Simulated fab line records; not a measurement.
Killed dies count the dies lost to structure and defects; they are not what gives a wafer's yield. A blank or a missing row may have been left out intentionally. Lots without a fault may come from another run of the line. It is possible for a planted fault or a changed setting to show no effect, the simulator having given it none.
Chamber matching || flow n5 finfet || ald metal-03 running N5_HKMG_FIN_ALD_36: 4 sister chambers
The step deposits TiN, target thk 1 nm, pulse time 1 s, purge time 3 s. 7 wafers are shown with their chamber, then 10 later ones without.

WAFERS PAIRED WITH THEIR CHAMBERS
{"wafer": "L077.6", "chamber": 0, "heater power outer w (W)": 457, "heater power w (W)": 737}
{"wafer": "L081.3", "chamber": 3, "heater power outer w (W)": 680, "heater power w (W)": 1120}
{"wafer": "L084.1", "chamber": 1, "heater power outer w (W)": 523, "heater power w (W)": 821}
{"wafer": "L084.2", "chamber": 2, "heater power outer w (W)": 548, "heater power w (W)": 939}
{"wafer": "L084.4", "chamber": 0, "heater power outer w (W)": 461, "heater power w (W)": 763}
{"wafer": "L087.1", "chamber": 2, "heater power outer w (W)": 532, "heater power w (W)": 918}
{"wafer": "L087.4", "chamber": 3, "heater power outer w (W)": 678, "heater power w (W)": 1125}

WAFERS MISSING THEIR CHAMBER
{"wafer": "L087.5", "heater power outer w (W)": 454, "heater power w (W)": 761}
{"wafer": "L088.2", "heater power outer w (W)": 672, "heater power w (W)": 1130}
{"wafer": "L088.5", "heater power outer w (W)": 464, "heater power w (W)": 751}
{"wafer": "L088.6", "heater power outer w (W)": 550, "heater power w (W)": 931}
{"wafer": "L091.1", "heater power outer w (W)": 681, "heater power w (W)": 1129}
{"wafer": "L091.3", "heater power outer w (W)": 444, "heater power w (W)": 735}
{"wafer": "L091.5", "heater power outer w (W)": 456, "heater power w (W)": 777}
{"wafer": "L094.1", "heater power outer w (W)": 512, "heater power w (W)": 821}
{"wafer": "L094.5", "heater power outer w (W)": 517, "heater power w (W)": 804}
{"wafer": "L094.6", "heater power outer w (W)": 467, "heater power w (W)": 750}

WHICH CHAMBER EACH WENT THROUGH
{"wafer": "L087.5", "from the rows above": 0, "in truth": 0}
{"wafer": "L088.2", "from the rows above": 3, "in truth": 3}
{"wafer": "L088.5", "from the rows above": 0, "in truth": 0}
{"wafer": "L088.6", "from the rows above": 2, "in truth": 2}
{"wafer": "L091.1", "from the rows above": 3, "in truth": 3}
{"wafer": "L091.3", "from the rows above": 0, "in truth": 0}
{"wafer": "L091.5", "from the rows above": 0, "in truth": 0}
{"wafer": "L094.1", "from the rows above": 1, "in truth": 1}
{"wafer": "L094.5", "from the rows above": 1, "in truth": 1}
{"wafer": "L094.6", "from the rows above": 0, "in truth": 0}
Correctly placed: 10 of 10. Number that these rows cannot place: 0. Placed wrongly: 0.
How it was worked out, from the rows above alone: a wafer's distance from a chamber is the root of the sum, over the readings, of the square of ((its reading less the chamber's mean) divided by the reading's scatter). The wafer belongs to the nearest chamber; if the next one is less than 2 further off, it can't be placed. For every chamber, the mean is computed from those of its wafers that are shown. The scatter is the square root of a quotient: the sum, over the shown wafers, of each reading's squared deviation from its chamber's mean, divided by wafers minus chambers.
